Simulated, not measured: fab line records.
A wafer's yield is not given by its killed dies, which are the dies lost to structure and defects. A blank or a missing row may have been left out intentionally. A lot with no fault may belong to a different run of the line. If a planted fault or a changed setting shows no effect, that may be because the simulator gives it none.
Matching of chambers | flow nandHarc | NHARC_P_M2_ETCH_35 on rieDiel-13 has 4 sister chambers
The step etches the open film in N2/H2, target depth 40 nm, overetch 12 nm, time 43.94 s. 8 wafers are shown with their chamber, then 9 later ones without.

## WAFERS PAIRED WITH THEIR CHAMBERS
wafer  | chamber | showerheadPlenumPTorr (Torr) | drypumpMotorCurrentA (A)
L313.5 | 1       | 1.98                         | 6.1
L317.3 | 1       | 1.97                         | 6.1
L322.3 | 0       | 2.20                         | 5.1
L322.5 | 3       | 2.12                         | 5.9
L322.6 | 2       | 2.16                         | 5.4
L324.2 | 3       | 2.12                         | 5.9
L324.3 | 2       | 2.16                         | 5.3
L324.6 | 0       | 2.20                         | 5.1

## WAFERS WHOSE CHAMBER IS MISSING
wafer  | showerheadPlenumPTorr (Torr) | drypumpMotorCurrentA (A)
L323.1 | 2.20                         | 5.1
L323.5 | 1.97                         | 6.0
L323.6 | 2.20                         | 5.1
L327.2 | 2.16                         | 5.4
L327.4 | 2.12                         | 5.9
L327.5 | 2.12                         | 5.9
L333.1 | 2.12                         | 5.9
L333.3 | 2.20                         | 5.1
L333.4 | 2.16                         | 5.4

## WHICH CHAMBER EACH ONE RAN IN
wafer  | from the rows above | in truth
L323.1 | 0                   | 0
L323.5 | 1                   | 1
L323.6 | 0                   | 0
L327.2 | 2                   | 2
L327.4 | 3                   | 3
L327.5 | 3                   | 3
L333.1 | 3                   | 3
L333.3 | 0                   | 0
L333.4 | 2                   | 2
9 of 9 placed correctly. Left unplaced by these rows: 0. Number placed wrongly: 0.
How it was worked out, from the rows above alone: a wafer's distance from a chamber is the root of the sum, over the readings, of the square of ((its reading less the chamber's mean) divided by the reading's scatter). The wafer belongs to the nearest chamber; if the next one is less than 2 further off, it can't be placed. The mean given for a chamber averages the wafers shown for that chamber. The scatter: the root of (the sum of the squares of (reading less its chamber's mean) over the shown wafers, divided by (wafers less chambers)).
